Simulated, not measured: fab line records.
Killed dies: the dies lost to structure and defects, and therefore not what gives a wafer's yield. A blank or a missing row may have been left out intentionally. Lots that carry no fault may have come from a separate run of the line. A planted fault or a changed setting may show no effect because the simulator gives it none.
Which of the tools did it? + flow n5-finfet + Sampling: 24 lots, 72 wafers, 6 of 1938 route steps

== WHAT THE GAUGES SHOWED, per wafer ==
N5_DUMMY_GATE_CD_MEAS_15: target cd 25.8 nm. Usual: 25.05 nm for cd-nm, sd 0.26.
| lot  | measured    | on        | cd-nm (nm)        | flag |
|------|-------------|-----------|-------------------|------|
| L074 | day 3 00:11 | cd-sem-02 | 25.13 24.97 25.41 |      |
| L075 | day 3 09:41 | cd-sem-02 | 25.08 25.10 25.11 |      |
| L076 | day 3 10:41 | cd-sem-01 | 24.52 24.98 25.15 |      |
| L077 | day 3 19:35 | cd-sem-01 | 24.71 24.69 24.75 |      |
| L078 | day 3 22:39 | cd-sem-03 | 25.15 24.64 25.13 |      |
| L079 | day 4 04:23 | cd-sem-02 | 24.82 24.79 25.04 |      |
| L080 | day 4 14:30 | cd-sem-01 | 24.75 24.87 24.88 |      |
| L081 | day 4 16:30 | cd-sem-03 | 25.17 24.90 25.20 |      |
| L082 | day 5 00:13 | cd-sem-01 | 25.24 24.97 24.87 |      |
| L083 | day 5 04:12 | cd-sem-02 | 24.63 24.88 24.88 |      |
| L084 | day 5 12:04 | cd-sem-01 | 24.86 25.26 25.45 |      |
| L085 | day 5 17:42 | cd-sem-02 | 24.88 25.30 24.98 |      |
| L086 | day 6 00:39 | cd-sem-03 | 25.46 25.22 25.03 |      |
| L087 | day 6 04:34 | cd-sem-01 | 25.34 25.13 25.35 |      |
| L088 | day 6 13:05 | cd-sem-01 | 25.26 24.94 25.35 |      |
| L089 | day 6 16:55 | cd-sem-03 | 24.98 25.07 25.06 |      |
| L090 | day 6 21:01 | cd-sem-01 | 24.92 25.03 24.34 |      |
| L091 | day 7 04:07 | cd-sem-03 | 25.27 25.42 25.10 |      |
| L092 | day 7 09:53 | cd-sem-01 | 25.05 24.85 25.11 |      |
| L093 | day 7 15:17 | cd-sem-03 | 25.28 25.22 24.99 |      |
| L094 | day 7 23:05 | cd-sem-01 | 25.26 24.71 25.17 |      |
| L095 | day 8 03:50 | cd-sem-02 | 25.48 25.41 25.10 |      |
| L096 | day 8 10:23 | cd-sem-02 | 25.65 25.43 24.99 |      |
| L097 | day 8 17:02 | cd-sem-02 | 25.19 25.19 25.09 |      |

== TOOL THAT RAN EACH LOT (tool first, then ch and the chambers of the sampled wafers, then the start) ==
| lot  | N5_ZERO_LAYER_ETCH_18           | N5_FIN_SAQP_RECESS_75             | N5_FIN_SAQP_MANDREL1_REMOVE_56  | N5_FIN_SAQP_ETCH_67               | N5_FIN_CUT_ETCH_21                |
|------|---------------------------------|-----------------------------------|---------------------------------|-----------------------------------|-----------------------------------|
| L074 | rie-si-01 ch 0,2,3, day 1 13:39 | vapor-etch-02 ch 0,1, day 2 00:43 | rie-si-02 ch 0,2,3, day 2 02:01 | rie-diel-03 ch 2,3, day 2 03:02   | rie-diel-02 ch 0,2,3, day 2 05:32 |
| L075 | rie-si-01 ch 1,2,3, day 1 19:38 | vapor-etch-01 ch 0,1, day 2 07:01 | rie-si-01 ch 1,3, day 2 08:05   | rie-diel-01 ch 1,2, day 2 08:59   | rie-diel-06 ch 0,1,3, day 2 11:07 |
| L076 | rie-si-05 ch 1,2,3, day 2 01:49 | vapor-etch-02 ch 0,1, day 2 12:07 | rie-si-05 ch 0,2,3, day 2 13:18 | rie-diel-01 ch 1,2,3, day 2 14:11 | rie-diel-02 ch 0,2,3, day 2 16:20 |
| L077 | rie-si-05 ch 0,1,3, day 2 07:44 | vapor-etch-02 ch 0,1, day 2 19:31 | rie-si-02 ch 0,1,3, day 2 20:51 | rie-diel-03 ch 0,1,2, day 2 21:46 | rie-diel-06 ch 0,2, day 3 00:34   |
| L078 | rie-si-01 ch 2,3, day 2 13:00   | vapor-etch-02 ch 0,1, day 2 23:08 | rie-si-02 ch 1,3, day 3 00:21   | rie-diel-04 ch 1,2,3, day 3 01:19 | rie-diel-06 ch 1,3, day 3 04:09   |
| L079 | rie-si-01 ch 0,2, day 2 19:03   | vapor-etch-02 ch 0,1, day 3 05:21 | rie-si-05 ch 1,3, day 3 07:10   | rie-diel-01 ch 1,3, day 3 08:03   | rie-diel-06 ch 0,1,2, day 3 09:55 |
| L080 | rie-si-02 ch 0,2,3, day 3 01:58 | vapor-etch-02 ch 0,1, day 3 12:20 | rie-si-02 ch 0,2,3, day 3 13:42 | rie-diel-01 ch 1,2,3, day 3 14:52 | rie-diel-06 ch 0,2,3, day 3 16:59 |
| L081 | rie-si-01 ch 1,3, day 3 06:56   | vapor-etch-02 ch 0,1, day 3 17:08 | rie-si-02 ch 0,1, day 3 18:41   | rie-diel-03 ch 0,2,3, day 3 19:38 | rie-diel-02 ch 2,3, day 3 21:38   |
| L082 | rie-si-02 ch 0,1,2, day 3 12:55 | vapor-etch-01 ch 0,1, day 3 22:58 | rie-si-01 ch 1,3, day 4 00:10   | rie-diel-01 ch 0,2,3, day 4 01:03 | rie-diel-02 ch 1,3, day 4 03:07   |
| L083 | rie-si-01 ch 1,3, day 3 18:55   | vapor-etch-02 ch 0,1, day 4 05:48 | rie-si-02 ch 1,2, day 4 07:00   | rie-diel-01 ch 0,2, day 4 07:58   | rie-diel-06 ch 0,2,3, day 4 09:50 |
| L084 | rie-si-02 ch 0,1,2, day 4 00:47 | vapor-etch-01 ch 0,1, day 4 10:30 | rie-si-01 ch 0,1,2, day 4 11:50 | rie-diel-04 ch 0,2, day 4 12:43   | rie-diel-02 ch 0,1,2, day 4 14:35 |
| L085 | rie-si-05 ch 0,3, day 4 06:47   | vapor-etch-02 ch 0,1, day 4 17:23 | rie-si-01 ch 0,1,2, day 4 18:49 | rie-diel-01 ch 0,1, day 4 19:53   | rie-diel-02 ch 0,1, day 4 22:16   |
| L086 | rie-si-01 ch 1,2,3, day 4 12:55 | vapor-etch-01 ch 0,1, day 4 23:46 | rie-si-01 ch 1,2,3, day 5 01:58 | rie-diel-01 ch 1,2,3, day 5 02:52 | rie-diel-05 ch 2,3, day 5 05:46   |
| L087 | rie-si-02 ch 1,2,3, day 4 18:55 | vapor-etch-01 ch 0,1, day 5 04:56 | rie-si-01 ch 0,2, day 5 06:08   | rie-diel-03 ch 1,2,3, day 5 07:01 | rie-diel-05 ch 0,2, day 5 08:56   |
| L088 | rie-si-02 ch 1,2,3, day 5 00:47 | vapor-etch-01 ch 0,1, day 5 12:10 | rie-si-02 ch 0,2,3, day 5 13:22 | rie-diel-04 ch 0,3, day 5 14:16   | rie-diel-05 ch 0,1,2, day 5 18:07 |
| L089 | rie-si-01 ch 1,2, day 5 07:23   | vapor-etch-01 ch 0,1, day 5 18:05 | rie-si-02 ch 0,2,3, day 5 19:10 | rie-diel-04 ch 2,3, day 5 20:07   | rie-diel-02 ch 0,2,3, day 5 22:32 |
| L090 | rie-si-05 ch 0,1, day 5 12:55   | vapor-etch-01 ch 0,1, day 5 22:49 | rie-si-01 ch 1,2, day 5 23:53   | rie-diel-03 ch 0,1, day 6 00:47   | rie-diel-02 ch 1,2,3, day 6 02:39 |
| L091 | rie-si-05 ch 1,2,3, day 5 18:58 | vapor-etch-02 ch 1, day 6 04:53   | rie-si-01 ch 1,2, day 6 06:32   | rie-diel-04 ch 1,3, day 6 07:27   | rie-diel-05 ch 2,3, day 6 09:38   |
| L092 | rie-si-01 ch 2,3, day 6 00:47   | vapor-etch-02 ch 0,1, day 6 10:53 | rie-si-05 ch 0,2, day 6 12:05   | rie-diel-03 ch 2,3, day 6 13:07   | rie-diel-05 ch 0,1,3, day 6 15:49 |
| L093 | rie-si-02 ch 0,1,3, day 6 07:02 | vapor-etch-01 ch 0,1, day 6 16:38 | rie-si-01 ch 0,1,2, day 6 18:06 | rie-diel-04 ch 0,1, day 6 19:06   | rie-diel-06 ch 1,2,3, day 6 21:07 |
| L094 | rie-si-01 ch 0,2,3, day 6 12:55 | vapor-etch-02 ch 0,1, day 6 22:36 | rie-si-01 ch 0,2,3, day 6 23:58 | rie-diel-03 ch 0,1,3, day 7 01:25 | rie-diel-05 ch 0,2,3, day 7 03:56 |
| L095 | rie-si-02 ch 0,2, day 6 18:49   | vapor-etch-01 ch 0,1, day 7 05:20 | rie-si-05 ch 0,2, day 7 06:32   | rie-diel-04 ch 0,3, day 7 07:25   | rie-diel-06 ch 2,3, day 7 09:17   |
| L096 | rie-si-05 ch 0,2,3, day 7 00:56 | vapor-etch-02 ch 0,1, day 7 10:52 | rie-si-01 ch 1,2, day 7 12:33   | rie-diel-04 ch 0,3, day 7 13:38   | rie-diel-05 ch 0,1,2, day 7 15:49 |
| L097 | rie-si-01 ch 1,2,3, day 7 07:07 | vapor-etch-01 ch 0,1, day 7 16:53 | rie-si-01 ch 0,1,3, day 7 19:09 | rie-diel-03 ch 0,1,3, day 7 20:10 | rie-diel-06 ch 0,2,3, day 7 22:03 |
- N5_ZERO_LAYER_ETCH_18: etches Si in HBr/Cl2, target depth 120 nm, time 40 s.
- N5_FIN_SAQP_RECESS_75: chemistry HF/NH3, target SiO2, target depth 14.4 nm, afs cycles 3, sublimation time 60 s.
- N5_FIN_SAQP_MANDREL1_REMOVE_56: chemistry HBr/Cl2/O2, target a-Si, stops on SiNx, bt time 10 s.
- N5_FIN_SAQP_ETCH_67: etches SiNx in CH3F/O2, target depth 30 nm.
- N5_FIN_CUT_ETCH_21: etches SOC in N2/H2, target depth 219 nm, overetch 43.8 nm, time 523.5 s.

== WHAT THE TOOLS THEMSELVES READ (means of the sampled wafers that have a number; where no wafer has one, the mark that the record gives instead) ==
N5_ZERO_LAYER_ETCH_18. Usual: drypump-motor-current-A 5.9 A, standard deviation 0.47; mfc-cl2-sccm 80.02 sccm, standard deviation 0.23; oes-product-au 1.003 a.u., standard deviation 0.017; throttle-valve-pct 36.4 %, standard deviation 0.32.
| lot  | tool      | drypump-motor-current-A (A) | mfc-cl2-sccm (sccm) | oes-product-au (a.u.) | throttle-valve-pct (%) | flag |
|------|-----------|-----------------------------|---------------------|-----------------------|------------------------|------|
| L074 | rie-si-01 | 5.5                         | 79.81               | 1.004                 | 36.3                   |      |
| L075 | rie-si-01 | 5.7                         | 79.92               | 1.008                 | 36.3                   |      |
| L076 | rie-si-05 | 5.6                         | 79.68               | 0.984                 | 36.8                   |      |
| L077 | rie-si-05 | 5.9                         | 80.03               | 1.006                 | 36.7                   |      |
| L078 | rie-si-01 | 5.3                         | 80.03               | 1.011                 | 36.3                   |      |
| L079 | rie-si-01 | 5.8                         | 80.22               | 0.994                 | 36.3                   |      |
| L080 | rie-si-02 | 6.1                         | 80.04               | 1.004                 | 36.4                   |      |
| L081 | rie-si-01 | 5.6                         | 80.35               | 1.009                 | 36.2                   |      |
| L082 | rie-si-02 | 6.2                         | 79.91               | 1.003                 | 36.4                   |      |
| L083 | rie-si-01 | 6.0                         | 80.15               | 1.011                 | 36.2                   |      |
| L084 | rie-si-02 | 6.2                         | 80.34               | 1.006                 | 36.4                   |      |
| L085 | rie-si-05 | 6.0                         | 80.28               | 1.010                 | 36.7                   |      |
| L086 | rie-si-01 | 5.6                         | 80.13               | 1.009                 | 36.2                   |      |
| L087 | rie-si-02 | 6.0                         | 79.99               | 1.008                 | 36.3                   |      |
| L088 | rie-si-02 | 6.1                         | 79.80               | 1.008                 | 36.3                   |      |
| L089 | rie-si-01 | 6.0                         | 80.19               | 1.009                 | 36.2                   |      |
| L090 | rie-si-05 | 5.5                         | 80.46               | 1.010                 | 36.4                   |      |
| L091 | rie-si-05 | 5.6                         | 79.87               | 0.987                 | 36.8                   |      |
| L092 | rie-si-01 | 5.3                         | 80.05               | 1.012                 | 36.3                   |      |
| L093 | rie-si-02 | 6.2                         | 79.95               | 1.015                 | 36.6                   |      |
| L094 | rie-si-01 | 5.5                         | 80.06               | 1.003                 | 36.3                   |      |
| L095 | rie-si-02 | 6.3                         | 80.21               | 1.000                 | 36.5                   |      |
| L096 | rie-si-05 | 5.7                         | 79.83               | 0.995                 | 36.8                   |      |
| L097 | rie-si-01 | 5.7                         | 79.97               | 1.014                 | 36.2                   |      |

N5_FIN_SAQP_RECESS_75. Usual: 5.3 A for drypump-motor-current-A, sd 0.37.
| lot  | tool          | drypump-motor-current-A (A) | flag |
|------|---------------|-----------------------------|------|
| L074 | vapor-etch-02 | 5.1                         |      |
| L075 | vapor-etch-01 | 5.7                         |      |
| L076 | vapor-etch-02 | 5.0                         |      |
| L077 | vapor-etch-02 | 5.1                         |      |
| L078 | vapor-etch-02 | 5.0                         |      |
| L079 | vapor-etch-02 | 5.1                         |      |
| L080 | vapor-etch-02 | 5.1                         |      |
| L081 | vapor-etch-02 | 5.1                         |      |
| L082 | vapor-etch-01 | 5.5                         |      |
| L083 | vapor-etch-02 | 5.1                         |      |
| L084 | vapor-etch-01 | 5.5                         |      |
| L085 | vapor-etch-02 | 5.1                         |      |
| L086 | vapor-etch-01 | 5.6                         |      |
| L087 | vapor-etch-01 | 5.8                         |      |
| L088 | vapor-etch-01 | 5.7                         |      |
| L089 | vapor-etch-01 | 5.7                         |      |
| L090 | vapor-etch-01 | 5.7                         |      |
| L091 | vapor-etch-02 | 4.9                         |      |
| L092 | vapor-etch-02 | 5.0                         |      |
| L093 | vapor-etch-01 | 5.5                         |      |
| L094 | vapor-etch-02 | 5.0                         |      |
| L095 | vapor-etch-01 | 5.7                         |      |
| L096 | vapor-etch-02 | 5.0                         |      |
| L097 | vapor-etch-01 | 5.8                         |      |

N5_FIN_SAQP_MANDREL1_REMOVE_56. Usual: drypump-motor-current-A 5.9 A, standard deviation 0.46; mfc-cl2-sccm 80.07 sccm, standard deviation 0.24; oes-product-au 1.004 a.u., standard deviation 0.02; throttle-valve-pct 36.79 %, standard deviation 0.29.
| lot  | tool      | drypump-motor-current-A (A) | mfc-cl2-sccm (sccm) | oes-product-au (a.u.) | throttle-valve-pct (%) | flag |
|------|-----------|-----------------------------|---------------------|-----------------------|------------------------|------|
| L074 | rie-si-02 | 6.1                         | 79.92               | 1.002                 | 36.78                  |      |
| L075 | rie-si-01 | 6.0                         | 79.97               | 1.006                 | 36.53                  |      |
| L076 | rie-si-05 | 5.7                         | 80.28               | 0.988                 | 37.18                  |      |
| L077 | rie-si-02 | 6.2                         | 80.00               | 1.018                 | 36.97                  |      |
| L078 | rie-si-02 | 6.1                         | 80.07               | 1.022                 | 36.92                  |      |
| L079 | rie-si-05 | 6.1                         | 80.03               | 0.985                 | 37.42                  |      |
| L080 | rie-si-02 | 6.1                         | 79.81               | 1.006                 | 36.78                  |      |
| L081 | rie-si-02 | 6.4                         | 80.21               | 1.030                 | 37.04                  |      |
| L082 | rie-si-01 | 6.0                         | 80.15               | 1.014                 | 36.53                  |      |
| L083 | rie-si-02 | 6.1                         | 79.98               | 0.983                 | 36.55                  |      |
| L084 | rie-si-01 | 5.9                         | 80.23               | 0.992                 | 36.64                  |      |
| L085 | rie-si-01 | 5.9                         | 80.09               | 1.014                 | 36.64                  |      |
| L086 | rie-si-01 | 5.7                         | 80.18               | 1.015                 | 36.62                  |      |
| L087 | rie-si-01 | 5.8                         | 80.16               | 0.984                 | 36.73                  |      |
| L088 | rie-si-02 | 6.1                         | 80.04               | 1.003                 | 36.78                  |      |
| L089 | rie-si-02 | 6.1                         | 80.06               | 0.999                 | 36.77                  |      |
| L090 | rie-si-01 | 5.7                         | 79.95               | 1.002                 | 36.65                  |      |
| L091 | rie-si-01 | 5.7                         | 80.00               | 1.009                 | 36.64                  |      |
| L092 | rie-si-05 | 5.1                         | 79.83               | 0.987                 | 36.94                  |      |
| L093 | rie-si-01 | 5.9                         | 80.15               | 1.011                 | 36.64                  |      |
| L094 | rie-si-01 | 5.6                         | 80.13               | 1.010                 | 36.70                  |      |
| L095 | rie-si-05 | 5.1                         | 79.90               | 0.991                 | 36.93                  |      |
| L096 | rie-si-01 | 6.0                         | 79.91               | 1.025                 | 36.56                  |      |
| L097 | rie-si-01 | 5.8                         | 79.85               | 1.002                 | 36.62                  |      |

N5_FIN_SAQP_ETCH_67. Usual: drypump-motor-current-A 5.7 A, standard deviation 0.47; oes_f_703_au 0.80 a.u., standard deviation 0.089; oes-product-au 0.81 a.u., standard deviation 0.085; rf-vpp-V 300 V, standard deviation 8.4; showerhead-plenum-p-Torr 2.03 Torr, standard deviation 0.09; throttle-valve-pct 16.37 %, standard deviation 0.22.
| lot  | tool        | drypump-motor-current-A (A) | oes_f_703_au (a.u.) | oes-product-au (a.u.) | rf-vpp-V (V) | showerhead-plenum-p-Torr (Torr) | throttle-valve-pct (%) | flag |
|------|-------------|-----------------------------|---------------------|-----------------------|--------------|---------------------------------|------------------------|------|
| L074 | rie-diel-03 | 5.7                         | 0.74                | 0.77                  | 306          | 2.03                            | 16.56                  |      |
| L075 | rie-diel-01 | 5.5                         | 0.75                | 0.74                  | 294          | 1.92                            | 16.42                  |      |
| L076 | rie-diel-01 | 5.5                         | 0.74                | 0.75                  | 301          | 1.97                            | 16.44                  |      |
| L077 | rie-diel-03 | 5.8                         | 0.85                | 0.87                  | 303          | 2.05                            | 16.26                  |      |
| L078 | rie-diel-04 | 5.3                         | 0.81                | 0.78                  | 295          | 2.01                            | 16.37                  |      |
| L079 | rie-diel-01 | 5.7                         | 0.75                | 0.77                  | 310          | 2.03                            | 16.29                  |      |
| L080 | rie-diel-01 | 5.5                         | 0.73                | 0.74                  | 302          | 1.97                            | 16.44                  |      |
| L081 | rie-diel-03 | 5.9                         | 0.75                | 0.76                  | 304          | 2.03                            | 16.51                  |      |
| L082 | rie-diel-01 | 5.8                         | 0.78                | 0.79                  | 304          | 2.01                            | 16.40                  |      |
| L083 | rie-diel-01 | 6.0                         | 0.82                | 0.82                  | 297          | 2.01                            | 16.34                  |      |
| L084 | rie-diel-04 | 5.2                         | 0.91                | 0.91                  | 302          | 2.14                            | 16.18                  |      |
| L085 | rie-diel-01 | 6.0                         | 0.80                | 0.78                  | 295          | 1.97                            | 16.27                  |      |
| L086 | rie-diel-01 | 5.5                         | 0.73                | 0.74                  | 301          | 1.96                            | 16.47                  |      |
| L087 | rie-diel-03 | 5.6                         | 0.80                | 0.82                  | 306          | 2.04                            | 16.36                  |      |
| L088 | rie-diel-04 | 5.3                         | 0.83                | 0.85                  | 296          | 2.07                            | 16.41                  |      |
| L089 | rie-diel-04 | 5.1                         | 0.84                | 0.82                  | 301          | 2.06                            | 16.24                  |      |
| L090 | rie-diel-03 | 5.9                         | 0.78                | 0.80                  | 301          | 2.10                            | 16.41                  |      |
| L091 | rie-diel-04 | 5.5                         | 0.89                | 0.85                  | 288          | 1.94                            | 16.29                  |      |
| L092 | rie-diel-03 | 5.9                         | 0.75                | 0.77                  | 303          | 1.97                            | 16.46                  |      |
| L093 | rie-diel-04 | 5.6                         | 0.89                | 0.90                  | 293          | 2.09                            | 16.33                  |      |
| L094 | rie-diel-03 | 5.7                         | 0.75                | 0.78                  | 306          | 2.09                            | 16.49                  |      |
| L095 | rie-diel-04 | 5.4                         | 0.81                | 0.83                  | 296          | 2.07                            | 16.44                  |      |
| L096 | rie-diel-04 | 5.4                         | 0.80                | 0.83                  | 295          | 2.07                            | 16.43                  |      |
| L097 | rie-diel-03 | 5.7                         | 0.74                | 0.78                  | 306          | 2.09                            | 16.51                  |      |

N5_FIN_CUT_ETCH_21. Usual: drypump-motor-current-A 5.5 A, standard deviation 0.43; oes-product-au 0.74 a.u., standard deviation 0.067; rf-vpp-V 241.0 V, standard deviation 1.4; showerhead-plenum-p-Torr 2.57 Torr, standard deviation 0.1; throttle-valve-pct 17.69 %, standard deviation 0.2.
| lot  | tool        | drypump-motor-current-A (A) | oes-product-au (a.u.) | rf-vpp-V (V) | showerhead-plenum-p-Torr (Torr) | throttle-valve-pct (%) | flag |
|------|-------------|-----------------------------|-----------------------|--------------|---------------------------------|------------------------|------|
| L074 | rie-diel-02 | 5.5                         | 0.72                  | 241.4        | 2.58                            | 17.77                  |      |
| L075 | rie-diel-06 | 5.4                         | 0.69                  | 240.8        | 2.49                            | 17.58                  |      |
| L076 | rie-diel-02 | 5.5                         | 0.71                  | 241.3        | 2.58                            | 17.78                  |      |
| L077 | rie-diel-06 | 5.6                         | 0.68                  | 241.7        | 2.64                            | 17.71                  |      |
| L078 | rie-diel-06 | 5.5                         | 0.73                  | 239.6        | 2.40                            | 17.44                  |      |
| L079 | rie-diel-06 | 5.2                         | 0.69                  | 242.0        | 2.60                            | 17.68                  |      |
| L080 | rie-diel-06 | 5.6                         | 0.73                  | 241.3        | 2.55                            | 17.56                  |      |
| L081 | rie-diel-02 | 5.6                         | 0.71                  | 241.7        | 2.63                            | 17.91                  |      |
| L082 | rie-diel-02 | 5.8                         | 0.73                  | 239.8        | 2.52                            | 17.58                  |      |
| L083 | rie-diel-06 | 5.7                         | 0.72                  | 240.4        | 2.55                            | 17.56                  |      |
| L084 | rie-diel-02 | 5.7                         | 0.71                  | 239.6        | 2.49                            | 17.60                  |      |
| L085 | rie-diel-02 | 5.4                         | 0.71                  | 241.0        | 2.50                            | 17.53                  |      |
| L086 | rie-diel-05 | 5.2                         | 0.82                  | 241.6        | 2.65                            | 17.79                  |      |
| L087 | rie-diel-05 | 5.7                         | 0.79                  | 241.6        | 2.64                            | 17.65                  |      |
| L088 | rie-diel-05 | 5.7                         | 0.81                  | 241.7        | 2.64                            | 17.79                  |      |
| L089 | rie-diel-02 | 5.4                         | 0.69                  | 242.2        | 2.57                            | 17.81                  |      |
| L090 | rie-diel-02 | 5.8                         | 0.70                  | 240.0        | 2.54                            | 17.75                  |      |
| L091 | rie-diel-05 | 5.1                         | 0.80                  | 241.6        | 2.68                            | 17.74                  |      |
| L092 | rie-diel-05 | 5.7                         | 0.81                  | 241.8        | 2.61                            | 17.85                  |      |
| L093 | rie-diel-06 | 5.3                         | 0.71                  | 240.7        | 2.50                            | 17.59                  |      |
| L094 | rie-diel-05 | 5.5                         | 0.80                  | 241.0        | 2.64                            | 17.72                  |      |
| L095 | rie-diel-06 | 5.6                         | 0.75                  | 241.5        | 2.56                            | 17.56                  |      |
| L096 | rie-diel-05 | 5.6                         | 0.79                  | 241.7        | 2.63                            | 17.79                  |      |
| L097 | rie-diel-06 | 5.6                         | 0.78                  | 240.9        | 2.54                            | 17.51                  |      |

== THE ANSWER, worked out from the rows above alone ==
Rule: a lot is off if the mean of its wafers that have a number lies more than 3 standard deviations from the usual mean. A lot without any number at a reading at which 4 lots or more have one is off too. Where the step has rows for the other lots, those lots are counted as sound. Order of review: gauges by route order, followed by the tools' own readings, for which a lot's mean as printed above is used. At the first step where some lot is off, the reading lying furthest off is the one used; lots without a number count as furthest.
Across all readings shown, no lot is off: no conclusion can be drawn from this.

== WHAT THE SIMULATOR HAD INSERTED ==
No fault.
